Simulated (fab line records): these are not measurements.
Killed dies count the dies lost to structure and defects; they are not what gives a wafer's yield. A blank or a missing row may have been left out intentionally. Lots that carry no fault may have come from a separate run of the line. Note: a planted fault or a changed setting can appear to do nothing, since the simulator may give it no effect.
fab line records | flow nand_harc
record: lots: 24 wafers: 72 last_day: 25
route steps=1159 shown A_CHANNEL_HOLE_D1@475 A_CHANNEL_FILL_D1@495 A_STAIRCASE@555
lots that met no fault: from a run of the same line without faults
start_h: hours from the record's first day to the start of the lot's first wafer shown | wait_h: hours elapsed since this lot's preceding step | " same as the row above | L1.1+2: one row covering several wafers at once | - no value present, or no start provided | * or withheld: withheld | < > ~ a bound
route shown NAME@n: NAME is a module with steps in the file, n the number in the route of the first one | usual: the fault-free wafers' mean and standard deviation | same: alike in all rows | chamber/n: place in a boat | sites: the reading at each site | _std_site: the standard deviation of these | _edge_site: outer sites' mean less inner sites' | radius_mm: for every site, how far away it sits from the centre of the wafer | mask NAME#n: copy n | behind: the tool/chamber that last shaped the wafer | hold: reason for holding the lot/hours on hold/outcome of the hold | device: names the non-switching transistor (n, p or np) | end of line: at the end of the route, the tests of the same wafers | a step with no rows: only its recipe | killed: not the wafer's yield, but the dies lost to structure and defects at the first sort | map: dies across one wafer; x = killed, . = not, _ = none there
set.NAME: the setting as run; set.NAME@STEP: as run at that earlier step | model.NAME: the simulator's own value behind a step, which no gauge read
one table for each step of the route and one row for each wafer, over a sample of lots
services: when a tool's chamber went out of use (start_h, in hours from the record's first day, below 0 if earlier), for how many hours, and the reason
== steps ==
step: NHARC_A_CHANNEL_HOLE_D1_ETCH_23
recipe: bias_v: 5000 source_w: withheld pressure_mtorr: 20 time_s: 819 ar_flow_sccm: 375 c4f8_flow_sccm: 89.3 o2_flow_sccm: 35.7 temp_c: -20 target_depth_a: 16000 chemistry: C4F8/O2/Ar
usual: drypump_motor_current_A: 6.0/0.39 o2_flow_sccm: 35.69/0.094 showerhead_plenum_p_Torr: 3.83/0.046 throttle_valve_pct: 32.157/0.0087
columns lot.wafer tool chamber start_h wait_h drypump_motor_current_A o2_flow_sccm rf_hours_counter_h showerhead_plenum_p_Torr throttle_valve_pct
L074.1 har_etch-02 1 175.95 0.5 6.2 35.63 99 3.88 32.149
L074.4 " 1 " " 6.2 35.67 - 3.88 32.149
L074.5 " 0 " " 5.5 35.73 - 3.88 32.148
L077.4 har_etch-02 1 190.71 0.5 6.2 35.75 - 3.87 32.158
L077.3 " 0 " " 5.5 35.81 - 3.87 32.158
L077.6 " 0 " " 5.5 35.86 - 3.87 32.150
L076.2 har_etch-02 0 195.13 0.5 5.5 35.63 108 3.87 32.161
L076.1 " 1 " " 6.2 35.79 108 3.87 32.160
L076.6 " 1 " " 6.2 35.75 - 3.87 32.142
L075.2 har_etch-01 0 196.14 0.5 6.5 35.61 199 3.76 32.167
L075.4 " 1 " " 6.2 35.63 - 3.82 32.148
L075.6 " 0 " " 6.5 35.74 - 3.76 32.144
L078.4 har_etch-02 0 199.52 0.5 5.5 35.67 - 3.87 32.161
L078.3 " 1 " " 6.2 35.55 - 3.87 32.164
L078.5 " 1 " " 6.2 35.53 - 3.87 32.173
L079.2 har_etch-01 0 205.86 0.5 6.5 35.54 203 3.75 32.153
L079.3 " 0 " " 6.5 35.62 - 3.75 32.156
L079.5 " 1 " " 6.2 35.79 - 3.82 32.147
L080.2 har_etch-02 1 205.99 0.5 6.2 35.71 116 3.87 32.155
L080.1 " 0 " " 5.5 35.63 116 3.87 32.162
L080.3 " 0 " " 5.5 35.80 - 3.87 32.161
L082.2 har_etch-01 0 220.20 0.5 6.5 35.79 208 3.75 32.163
L082.3 " 0 " " 6.5 35.73 - 3.75 32.146
L082.6 " 0 " " 6.5 35.67 - 3.75 32.165
L081.1 har_etch-02 0 220.53 0.5 5.5 35.81 121 3.86 32.140
L081.4 " 0 " " 5.5 35.78 - 3.86 32.141
L081.6 " 0 " " 5.5 35.75 - 3.86 32.149
L084.1 har_etch-01 0 234.34 0.5 6.5 35.69 215 3.75 32.173
L084.4 " 0 " " 6.5 35.84 - 3.75 32.150
L084.6 " 1 " " 6.3 35.65 - 3.81 32.172
L083.2 har_etch-02 1 237.94 0.5 6.2 35.62 127 3.86 32.147
L083.4 " 0 " " 5.5 35.69 - 3.86 32.151
L083.5 " 0 " " 5.5 35.72 - 3.86 32.157
L087.1 har_etch-02 0 255.25 0.5 5.5 35.83 131 3.86 32.156
L087.4 " 1 " " 6.2 35.62 - 3.86 32.156
L087.5 " 0 " " 5.5 35.93 - 3.86 32.175
L086.1 har_etch-01 0 258.37 0.5 6.5 35.67 225 3.74 32.152
L086.2 " 1 " " 6.2 35.79 225 3.81 32.147
L086.4 " 0 " " 6.5 35.68 - 3.74 32.147
L085.1 har_etch-02 1 261.07 0.5 6.2 35.56 136 3.86 32.164
L085.3 " 0 " " 5.5 35.67 - 3.86 32.157
L085.6 " 0 " " 5.5 35.58 - 3.86 32.158
L088.4 har_etch-01 0 262.76 0.5 6.5 35.68 - 3.74 32.145
L088.3 " 1 " " 6.2 35.66 - 3.80 32.154
L088.5 " 1 " " 6.3 35.68 - 3.80 32.165
L089.1 har_etch-02 1 265.26 0.5 6.2 35.82 140 3.85 32.151
L089.4 " 1 " " 6.2 35.69 - 3.85 32.154
L089.5 " 1 " " 6.2 35.66 - 3.85 32.156
L090.1 har_etch-02 1 271.94 0.5 6.2 35.69 145 3.85 32.154
L090.3 " 1 " " 6.2 35.62 - 3.85 32.167
L090.6 " 1 " " 6.2 35.61 - 3.85 32.161
L091.2 har_etch-01 0 277.12 0.5 6.5 35.70 236 3.74 32.171
L091.4 " 1 " " 6.3 35.60 - 3.80 32.163
L091.6 " 1 " " 6.2 35.52 - 3.80 32.151
L092.2 har_etch-02 0 277.72 0.5 5.5 35.79 149 3.85 32.169
L092.3 " 1 " " 6.2 35.73 - 3.85 32.162
L092.6 " 1 " " 6.2 35.55 - 3.85 32.165
L094.4 har_etch-02 0 293.83 0.5 5.5 35.75 - 3.84 32.150
L094.5 " 0 " " 5.5 35.64 - 3.85 32.167
L094.6 " 1 " " 6.2 35.61 - 3.85 32.158
L093.2 har_etch-01 1 295.19 0.5 6.2 35.66 243 3.80 32.151
L093.3 " 0 " " 6.5 35.65 - 3.73 32.137
L093.4 " 1 " " 6.3 35.69 - 3.80 32.158
L095.2 har_etch-01 0 301.57 0.5 6.5 35.69 247 3.73 32.163
L095.5 " 0 " " 6.5 35.77 - 3.73 32.143
L095.6 " 1 " " 6.3 35.65 - 3.79 32.170
L097.3 har_etch-02 1 317.09 0.5 6.2 35.72 - 3.84 32.153
L097.4 " 0 " " 5.5 35.70 - 3.84 32.159
L097.6 " 1 " " 6.2 35.64 - 3.84 32.152
L096.3 har_etch-02 0 321.25 0.5 5.5 35.51 - 3.84 32.156
L096.4 " 1 " " 6.2 35.86 - 3.84 32.174
L096.5 " 1 " " 6.2 35.75 - 3.84 32.167
step: NHARC_A_CHANNEL_FILL_D1_ALD_15
recipe: target_thk_a: 20 pulse_time_s: 60 ald_cycles: 19 temp_c: 630 pressure_torr: 2 material: SiNx
usual: precursor_pulse_height_rel: 1.003/0.02
same: pulse_time_s: 60
columns lot.wafer tool chamber start_h wait_h precursor_pulse_height_rel
L074.1 ald_sin_batch-02 0 - - 0.995
L074.4 " 0 " " 1.003
L074.5 " 0 " " 0.976
L077.3 ald_sin_batch-01 0 - - 1.042
L077.4 " 0 " " 1.024
L077.6 " 0 " " 1.003
L075.2 ald_sin_batch-01 0 - - 1.024
L075.4 " 0 " " 1.024
L075.6 " 0 " " 1.021
L076.1 ald_sin_batch-01 0 - - 0.973
L076.2 " 0 " " 1.017
L076.6 " 0 " " 1.026
L078.3 ald_sin_batch-03 0 - - 0.988
L078.4 " 0 " " 0.979
L078.5 " 0 " " 0.989
L079.2 ald_sin_batch-01 0 - - 1.031
L079.3 " 0 " " 0.968
L079.5 " 0 " " 0.996
L080.1 ald_sin_batch-01 0 - - 0.989
L080.2 " 0 " " 1.020
L080.3 " 0 " " 1.004
L081.1 ald_sin_batch-02 0 - - 0.983
L081.4 " 0 " " 1.026
L081.6 " 0 " " 0.991
L082.2 ald_sin_batch-02 0 - - 1.035
L082.3 " 0 " " 1.015
L082.6 " 0 " " 1.015
L084.1 ald_sin_batch-02 0 - - 0.990
L084.4 " 0 " " 1.012
L084.6 " 0 " " 0.976
L083.2 ald_sin_batch-01 0 - - 1.016
L083.4 " 0 " " 1.000
L083.5 " 0 " " 1.013
L087.1 ald_sin_batch-01 0 - - 1.006
L087.4 " 0 " " 1.021
L087.5 " 0 " " 0.980
L085.1 ald_sin_batch-01 0 - - 1.031
L085.3 " 0 " " 1.016
L085.6 " 0 " " 1.017
L086.1 ald_sin_batch-01 0 - - 1.000
L086.2 " 0 " " 0.993
L086.4 " 0 " " 1.047
L088.3 ald_sin_batch-01 0 - - 0.977
L088.4 " 0 " " 0.977
L088.5 " 0 " " 0.999
L089.1 ald_sin_batch-02 0 - - 0.989
L089.4 " 0 " " 1.038
L089.5 " 0 " " 1.006
L090.1 ald_sin_batch-02 0 - - 1.055
L090.3 " 0 " " 1.014
L090.6 " 0 " " 0.991
L091.2 ald_sin_batch-03 0 - - 0.994
L091.4 " 0 " " 0.971
L091.6 " 0 " " 0.982
L092.2 ald_sin_batch-03 0 - - 1.002
L092.3 " 0 " " 0.995
L092.6 " 0 " " 1.000
L093.2 ald_sin_batch-01 0 - - 0.994
L093.3 " 0 " " 1.016
L093.4 " 0 " " 0.988
L094.4 ald_sin_batch-01 0 - - 1.003
L094.5 " 0 " " 1.025
L094.6 " 0 " " 1.007
L095.2 ald_sin_batch-02 0 - - 1.018
L095.5 " 0 " " 0.984
L095.6 " 0 " " 1.012
L097.3 ald_sin_batch-02 0 - - 0.973
L097.4 " 0 " " 0.999
L097.6 " 0 " " 0.995
L096.3 ald_sin_batch-02 0 - - 0.999
L096.4 " 0 " " 1.046
L096.5 " 0 " " 0.979
step: NHARC_A_STAIRCASE_ETCH_19
recipe: target_depth_a: 1000 time_s: 40.5 ion_energy_ev: 400 c4f8_flow_sccm: 20 o2_flow_sccm: 10 ar_flow_sccm: withheld rf_w: 600 bias_w: 1000 chemistry: C4F8/O2
usual: oes_product_au: 0.940/0.0095 rf_vpp_V: 895/5.4
columns lot.wafer tool chamber start_h wait_h oes_product_au rf_hours_counter_h rf_vpp_V
L074.4 rie_diel-04 2 - - 0.952 41 896
L074.1 " 3 " " 0.942 43 890
L074.5 " 2 " " 0.941 - 896
L077.4 rie_diel-01 2 - - 0.952 39 899
L077.3 " 3 " " 0.934 28 900
L077.6 " 1 " " 0.931 - 889
L075.2 rie_diel-01 1 - - 0.932 40 889
L075.4 " 2 " " 0.938 42 897
L075.6 " 1 " " 0.934 - 891
L076.2 rie_diel-08 0 - - 0.943 49 889
L076.1 " 1 " " 0.948 47 893
L076.6 " 2 " " 0.950 - 904
L078.4 rie_diel-01 2 - - 0.949 43 899
L078.3 " 3 " " 0.933 31 902
L078.5 " 2 " " 0.956 - 899
L080.1 rie_diel-01 3 - - 0.927 35 902
L080.2 " 1 " " 0.938 44 889
L080.3 " 2 " " 0.925 47 896
L079.3 rie_diel-08 3 - - 0.927 55 888
L079.2 " 1 " " 0.939 51 891
L079.5 " 0 " " 0.942 - 889
L082.2 rie_diel-04 2 - - 0.942 56 897
L082.3 " 0 " " 0.946 61 900
L082.6 " 1 " " 0.938 - 895
L081.1 rie_diel-04 1 - - 0.938 63 895
L081.6 " 1 " " 0.929 - 895
L081.4 " 2 " " 0.936 - 895
L084.1 rie_diel-08 1 - - 0.935 60 892
L084.4 " 3 " " 0.955 65 887
L084.6 " 1 " " 0.940 - 893
L083.2 rie_diel-08 1 - - 0.957 62 892
L083.4 " 3 " " 0.936 66 888
L083.5 " 1 " " 0.962 - 891
L087.4 rie_diel-01 1 - - 0.938 62 889
L087.1 " 2 " " 0.951 64 897
L087.5 " 3 " " 0.933 - 901
L086.4 rie_diel-08 1 - - 0.946 5 891
L086.1 " 2 " " 0.940 5 905
L086.2 " 3 " " 0.938 5 887
L085.1 rie_diel-04 2 - - 0.961 10 895
L085.3 " 3 " " 0.943 6 891
L085.6 " 0 " " 0.946 - 900
L088.4 rie_diel-08 3 - - 0.935 5 887
L088.3 " 0 " " 0.920 5 887
L088.5 " 3 " " 0.926 - 887
L089.4 rie_diel-04 0 - - 0.927 11 900
L089.1 " 2 " " 0.941 12 893
L089.5 " 3 " " 0.927 - 890
L090.1 rie_diel-04 3 - - 0.943 12 890
L090.3 " 2 " " 0.949 16 894
L090.6 " 0 " " 0.949 - 899
L091.4 rie_diel-01 1 - - 0.955 4 890
L091.2 " 3 " " 0.938 4 902
L091.6 " 0 " " 0.939 - 899
L092.3 rie_diel-01 1 - - 0.930 5 889
L092.2 " 3 " " 0.948 4 900
L092.6 " 1 " " 0.941 - 889
L093.4 rie_diel-01 0 - - 0.933 10 899
L093.2 " 1 " " 0.938 10 889
L093.3 " 3 " " 0.942 9 902
L094.4 rie_diel-04 3 - - 0.935 21 890
L094.6 " 0 " " 0.933 - 897
L094.5 " 1 " " 0.935 - 894
L095.2 rie_diel-01 1 - - 0.953 12 889
L095.5 " 1 " " 0.942 - 889
L095.6 " 2 " " 0.935 - 897
L097.3 rie_diel-01 2 - - 0.951 14 896
L097.4 " 3 " " 0.925 15 901
L097.6 " 1 " " 0.941 - 889
L096.4 rie_diel-01 0 - - 0.926 20 900
L096.3 " 1 " " 0.948 20 889
L096.5 " 3 " " 0.945 - 900
step: NHARC_A_STAIRCASE_ETCH_27
recipe: target_depth_a: 1000 time_s: 40.5 ion_energy_ev: 400 c4f8_flow_sccm: 20 o2_flow_sccm: 10 ar_flow_sccm: withheld rf_w: 600 bias_w: 1000 chemistry: C4F8/O2
usual: oes_product_au: 0.939/0.0095 rf_vpp_V: 895/5.7
columns lot.wafer tool chamber start_h wait_h oes_product_au rf_hours_counter_h rf_vpp_V
L074.1 rie_diel-01 2 - - 0.941 37 898
L074.4 " 0 " " 0.940 23 901
L074.5 " 3 " " 0.944 - 902
L077.4 rie_diel-01 1 - - 0.922 37 890
L077.3 " 0 " " 0.926 25 903
L077.6 " 2 " " 0.923 - 898
L075.2 rie_diel-01 3 - - 0.929 30 902
L075.4 " 0 " " 0.921 27 902
L075.6 " 0 " " 0.924 - 903
L076.1 rie_diel-08 2 - - 0.939 49 905
L076.2 " 0 " " 0.931 49 888
L076.6 " 2 " " 0.937 - 905
L078.3 rie_diel-01 3 - - 0.943 31 901
L078.4 " 0 " " 0.937 28 902
L078.5 " 3 " " 0.945 - 902
L080.3 rie_diel-01 2 - - 0.944 47 899
L080.2 " 3 " " 0.953 35 901
L080.1 " 1 " " 0.943 45 888
L079.3 rie_diel-04 2 - - 0.936 51 894
L079.2 " 1 " " 0.948 57 897
L079.5 " 2 " " 0.934 - 895
L082.3 rie_diel-01 2 - - 0.946 55 897
L082.2 " 3 " " 0.954 42 900
L082.6 " 0 " " 0.925 - 900
L081.1 rie_diel-01 3 - - 0.946 42 900
L081.4 " 0 " " 0.939 36 901
L081.6 " 1 " " 0.935 - 891
L084.1 rie_diel-08 2 - - 0.943 64 905
L084.4 " 3 " " 0.932 65 887
L084.6 " 0 " " 0.954 - 890
L083.4 rie_diel-08 2 - - 0.937 67 904
L083.2 " 1 " " 0.947 63 891
L083.5 " 3 " " 0.936 - 887
L087.1 rie_diel-01 1 - - 0.926 62 889
L087.4 " 2 " " 0.937 65 897
L087.5 " 1 " " 0.925 - 889
L086.2 rie_diel-04 3 - - 0.942 6 890
L086.4 " 0 " " 0.933 11 899
L086.1 " 1 " " 0.950 5 894
L085.3 rie_diel-08 1 - - 0.940 6 893
L085.1 " 2 " " 0.942 6 904
L085.6 " 0 " " 0.936 - 888
L088.3 rie_diel-08 3 - - 0.941 6 888
L088.4 " 0 " " 0.938 6 888
L088.5 " 1 " " 0.950 - 893
L089.1 rie_diel-08 0 - - 0.932 9 887
L089.4 " 1 " " 0.948 8 894
L089.5 " 1 " " 0.945 - 892
L090.1 rie_diel-08 2 - - 0.938 12 905
L090.3 " 3 " " 0.947 11 888
L090.6 " 2 " " 0.947 - 904
L091.4 rie_diel-04 2 - - 0.938 18 894
L091.2 " 3 " " 0.938 14 889
L091.6 " 2 " " 0.927 - 894
L092.3 rie_diel-08 1 - - 0.946 14 892
L092.2 " 2 " " 0.969 13 904
L092.6 " 0 " " 0.937 - 889
L093.4 rie_diel-04 1 - - 0.932 17 895
L093.3 " 2 " " 0.955 23 896
L093.2 " 3 " " 0.941 20 890
L094.6 rie_diel-08 3 - - 0.939 - 886
L094.5 " 0 " " 0.928 - 887
L094.4 " 2 " " 0.939 - 903
L095.2 rie_diel-01 0 - - 0.926 13 901
L095.6 " 3 " " 0.946 - 902
L095.5 " 0 " " 0.920 - 902
L097.4 rie_diel-04 0 - - 0.940 31 898
L097.3 " 3 " " 0.936 26 891
L097.6 " 1 " " 0.953 - 895
L096.4 rie_diel-04 2 - - 0.934 32 896
L096.3 " 3 " " 0.921 30 891
L096.5 " 1 " " 0.946 - 895
step: NHARC_A_STAIRCASE_ETCH_201
recipe: target_depth_a: 1000 time_s: 40.5 ion_energy_ev: 400 c4f8_flow_sccm: 20 o2_flow_sccm: 10 ar_flow_sccm: withheld rf_w: 600 bias_w: 1000 chemistry: C4F8/O2
usual: oes_product_au: 0.942/0.016 rf_vpp_V: 896/5.5
columns lot.wafer tool chamber start_h wait_h oes_product_au rf_hours_counter_h rf_vpp_V
L074.4 rie_diel-01 2 - - 0.935 38 898
L074.1 " 3 " " 0.953 27 902
L074.5 " 0 " " 0.945 - 902
L077.4 rie_diel-08 1 - - 0.952 46 893
L077.3 " 2 " " 0.951 48 906
L077.6 " 1 " " 0.955 - 891
L075.2 rie_diel-08 1 - - 0.924 48 892
L075.4 " 2 " " 0.918 50 903
L075.6 " 2 " " 0.934 - 904
L076.1 rie_diel-08 1 - - 0.938 49 892
L076.2 " 0 " " 0.939 51 889
L076.6 " 1 " " 0.936 - 892
L078.4 rie_diel-01 2 - - 0.950 45 898
L078.3 " 3 " " 0.959 33 902
L078.5 " 3 " " 0.950 - 902
L080.1 rie_diel-01 3 - - 0.942 36 903
L080.2 " 1 " " 0.936 46 888
L080.3 " 2 " " 0.943 48 898
L079.3 rie_diel-01 0 - - 0.951 32 900
L079.2 " 3 " " 0.934 37 901
L079.5 " 1 " " 0.943 - 891
L082.2 rie_diel-08 3 - - 0.945 63 888
L082.3 " 2 " " 0.957 61 903
L082.6 " 3 " " 0.943 - 886
L081.1 rie_diel-04 1 - - 0.936 66 897
L081.4 " 2 " " 0.939 - 896
L081.6 " 0 " " 0.946 - 898
L084.4 rie_diel-01 3 - - 0.924 47 901
L084.1 " 2 " " 0.935 60 898
L084.6 " 0 " " 0.923 - 901
L083.4 rie_diel-01 3 - - 0.942 49 902
L083.2 " 0 " " 0.953 44 900
L083.5 " 2 " " 0.949 - 898
L087.1 rie_diel-04 0 - - 0.938 10 899
L087.4 " 1 " " 0.918 4 895
L087.5 " 0 " " 0.932 - 899
L086.1 rie_diel-04 1 - - 0.937 6 895
L086.4 " 3 " " 0.947 8 889
L086.2 " 0 " " 0.955 12 899
L085.3 rie_diel-01 1 - - 0.948 0 890
L085.1 " 2 " " 0.949 0 898
L085.6 " 2 " " 0.941 - 900
L088.3 rie_diel-04 0 - - 0.955 13 898
L088.4 " 1 " " 0.948 7 895
L088.5 " 3 " " 0.938 - 890
L089.1 rie_diel-04 3 - - 0.922 11 890
L089.4 " 0 " " 0.931 15 897
L089.5 " 2 " " 0.935 - 896
L090.3 rie_diel-01 3 - - 0.944 5 901
L090.1 " 1 " " 0.940 5 888
L090.6 " 3 " " 0.939 - 902
L091.4 rie_diel-01 0 - - 0.934 7 900
L091.2 " 3 " " 0.938 6 902
L091.6 " 1 " " 0.943 - 887
L092.2 rie_diel-01 3 - - 0.945 6 901
L092.3 " 0 " " 0.928 7 902
L092.6 " 3 " " 0.939 - 901
L093.3 rie_diel-08 0 - - 0.933 21 889
L093.2 " 2 " " 0.944 19 905
L093.4 " 0 " " 0.936 - 888
L094.4 rie_diel-01 3 - - 0.927 11 901
L094.6 " 3 " " 0.925 - 901
L094.5 " 0 " " 0.925 - 901
L095.2 rie_diel-01 0 - - 0.935 14 900
L095.5 " 3 " " 0.955 - 901
L095.6 " 0 " " 0.955 - 901
L097.3 rie_diel-08 1 - - 0.939 23 890
L097.4 " 0 " " 0.941 29 887
L097.6 " 2 " " 0.942 - 905
L096.3 rie_diel-04 3 387.26 - 0.993 30 891
L096.4 " 0 " " 1.011 36 897
L096.5 " 2 " " 0.994 - 895
step: NHARC_A_STAIRCASE_DESCUM_219
recipe: time_s: 3 o2_flow_sccm: 200 ar_flow_sccm: 0 bias_power_w: 0 chemistry: O2
usual: drypump_motor_current_A: 5.5/0.51 o2_flow_sccm: 199.9/0.55 oes_product_au: 0.999/0.0075 rf_vpp_V: 57.7/0.79 showerhead_plenum_p_Torr: 1.91/0.078 throttle_valve_pct: 11.311/0.0091
columns lot.wafer tool chamber start_h wait_h drypump_motor_current_A o2_flow_sccm oes_product_au rf_hours_counter_h rf_vpp_V showerhead_plenum_p_Torr throttle_valve_pct
L074.1 rie_diel-04 2 244.66 - 5.4 200.0 1.004 42 58.2 1.90 11.292
L074.4 " 0 " " 5.9 199.5 1.008 47 56.3 1.96 11.309
L074.5 " 3 " " 6.7 199.0 1.015 - 57.3 1.83 11.307
L077.4 rie_diel-04 1 254.27 - 5.0 199.7 0.991 53 58.2 1.90 11.313
L077.3 " 3 " " 6.7 199.8 0.991 47 57.1 1.83 11.317
L077.6 " 1 " " 4.9 200.4 1.002 - 57.0 1.90 11.320
L075.2 rie_diel-08 0 258.96 - 5.9 199.9 1.004 51 57.3 1.79 11.298
L075.4 " 3 " " 5.5 199.2 1.009 53 57.3 1.78 11.305
L075.6 " 1 " " 6.4 200.6 0.996 - 57.7 1.86 11.321
L076.1 rie_diel-01 1 261.15 - 5.4 199.6 0.994 43 57.2 1.81 11.304
L076.2 " 2 " " 4.8 199.6 1.002 45 57.6 1.95 11.325
L076.6 " 2 " " 4.8 199.8 0.989 - 56.9 1.95 11.310
L078.3 rie_diel-04 0 261.40 - 5.9 199.3 0.990 54 57.8 1.96 11.321
L078.5 " 1 " " 5.0 200.3 0.988 - 57.2 1.90 11.319
L078.4 " 0 " " 5.9 199.4 0.999 - 57.1 1.96 11.320
L080.2 rie_diel-04 0 270.50 - 5.9 200.4 1.001 57 57.6 1.96 11.322
L080.3 " 1 " " 5.0 200.1 0.985 59 57.9 1.90 11.296
L080.1 " 2 " " 5.4 200.1 0.996 52 55.9 1.90 11.313
L079.3 rie_diel-01 3 271.57 - 5.2 199.3 1.002 39 57.9 2.00 11.304
L079.2 " 0 " " 5.8 199.8 0.991 33 57.1 2.00 11.318
L079.5 " 1 " " 5.5 200.0 0.991 - 58.7 1.81 11.311
L082.3 rie_diel-08 0 287.13 - 5.9 200.8 0.993 59 58.3 1.78 11.300
L082.2 " 3 " " 5.5 200.5 0.988 63 55.8 1.78 11.306
L082.6 " 0 " " 5.9 200.7 0.994 - 57.3 1.78 11.322
L081.4 rie_diel-01 2 287.86 - 4.8 200.3 1.004 58 57.2 1.94 11.303
L081.1 " 1 " " 5.5 200.3 0.995 56 56.5 1.80 11.313
L081.6 " 3 " " 5.2 199.3 0.999 - 58.4 2.00 11.333
L084.4 rie_diel-01 1 297.89 - 5.5 200.1 0.989 58 58.0 1.80 11.319
L084.1 " 2 " " 4.8 200.2 1.000 61 57.2 1.94 11.317
L084.6 " 3 " " 5.2 199.9 0.996 - 57.9 2.00 11.308
L083.2 rie_diel-04 2 302.12 - 5.4 199.7 0.998 2 57.8 1.90 11.324
L083.4 " 0 " " 6.0 200.4 1.006 - 57.8 1.96 11.320
L083.5 " 2 " " 5.4 200.9 0.994 - 57.0 1.90 11.307
L087.1 rie_diel-08 1 322.22 - 6.4 199.2 1.000 6 57.4 1.85 11.308
L087.4 " 3 " " 5.5 199.7 1.010 6 57.6 1.78 11.312
L087.5 " 1 " " 6.4 199.4 1.008 - 57.7 1.85 11.315
L086.4 rie_diel-04 1 327.02 - 5.0 199.9 1.005 7 58.2 1.89 11.316
L086.1 " 2 " " 5.4 199.4 1.003 13 59.9 1.89 11.313
L086.2 " 3 " " 6.7 198.0 0.991 9 56.6 1.83 11.303
L085.1 rie_diel-01 0 327.89 - 5.8 200.1 0.980 1 59.1 1.99 11.306
L085.3 " 2 " " 4.9 199.9 0.989 0 57.2 1.94 11.307
L085.6 " 1 " " 5.5 200.0 0.991 - 59.1 1.80 11.321
L088.4 rie_diel-04 3 328.43 - 6.7 199.2 0.992 10 57.1 1.83 11.304
L088.3 " 2 " " 5.3 200.2 0.993 14 57.4 1.89 11.308
L088.5 " 3 " " 6.7 199.9 0.997 - 58.0 1.83 11.304
L089.1 rie_diel-01 0 331.62 - 5.8 200.9 1.001 3 58.6 1.99 11.325
L089.4 " 3 " " 5.2 199.8 1.004 2 58.1 2.00 11.302
L089.5 " 0 " " 5.8 200.3 1.009 - 59.6 1.99 11.317
L090.3 rie_diel-01 2 339.24 - 4.8 200.0 0.997 5 57.9 1.94 11.324
L090.1 " 0 " " 5.8 200.5 1.004 6 57.6 1.99 11.306
L090.6 " 3 " " 5.2 200.9 0.999 - 57.6 2.00 11.300
L091.4 rie_diel-01 1 343.35 - 5.5 200.4 1.001 8 56.1 1.80 11.301
L091.2 " 0 " " 5.8 200.3 0.990 8 58.6 1.99 11.296
L091.6 " 1 " " 5.5 199.5 0.999 - 57.4 1.80 11.295
L092.2 rie_diel-01 1 343.63 - 5.5 200.2 1.000 8 57.3 1.80 11.307
L092.3 " 3 " " 5.2 199.9 1.000 7 58.8 2.00 11.308
L092.6 " 1 " " 5.5 200.9 0.999 - 57.4 1.80 11.315
L093.4 rie_diel-04 1 358.05 - 5.0 199.7 1.011 19 57.7 1.89 11.310
L093.2 " 2 " " 5.4 200.1 1.002 25 58.2 1.89 11.309
L093.3 " 0 " " 5.9 200.0 1.010 26 57.7 1.95 11.300
L094.4 rie_diel-04 2 362.52 - 5.4 200.3 1.009 26 58.3 1.89 11.309
L094.5 " 3 " " 6.7 199.9 1.000 - 57.2 1.82 11.301
L094.6 " 0 " " 5.9 199.8 1.002 - 58.4 1.95 11.317
L095.2 rie_diel-01 2 364.80 - 4.8 198.9 1.006 12 58.3 1.93 11.312
L095.6 " 2 " " 4.8 199.8 1.010 - 58.6 1.93 11.306
L095.5 " 3 " " 5.2 199.0 1.020 - 57.8 1.99 11.324
L097.3 rie_diel-01 0 380.64 - 5.8 200.7 0.992 19 56.8 1.99 11.313
L097.4 " 1 " " 5.4 199.4 0.990 19 57.4 1.80 11.313
L097.6 " 3 " " 5.2 198.8 0.994 - 56.9 1.99 11.322
L096.3 rie_diel-08 0 389.25 - 5.9 200.5 0.999 34 55.4 1.77 11.315
L096.4 " 1 " " 6.4 199.9 1.015 28 58.7 1.84 11.304
L096.5 " 3 " " 5.5 199.8 1.001 - 57.8 1.77 11.306
== services ==
columns tool chamber start_h hours kind
rie_diel-01 0 171.86 - clean
rie_diel-01 1 171.86 - clean
rie_diel-01 2 171.86 - clean
rie_diel-01 3 171.86 - clean
rie_diel-01 0 183.09 9.5 repair
rie_diel-04 2 190.99 3.0 repair
rie_diel-01 0 193.23 15.4 repair
rie_diel-01 1 196.36 - clean
rie_diel-01 2 196.36 - clean
rie_diel-01 3 196.36 - clean
rie_diel-01 0 220.86 - clean
rie_diel-01 1 220.86 - clean
rie_diel-01 2 220.86 - clean
rie_diel-04 2 230.12 1.6 repair
ald_sin_batch-02 - 244.40 1.4 repair
ald_sin_batch-03 - 257.19 6.6 repair
rie_diel-04 3 257.33 51.6 repair
rie_diel-08 - 302.10 9.0 pm
har_etch-01 - 305.97 17.0 pm
rie_diel-04 1 307.14 9.6 repair
ald_sin_batch-03 - 314.00 26.0 pm
rie_diel-01 - 315.57 9.0 pm
rie_diel-08 1 346.30 13.8 repair
har_etch-01 - 381.77 1.7 repair
== key ==
fault none
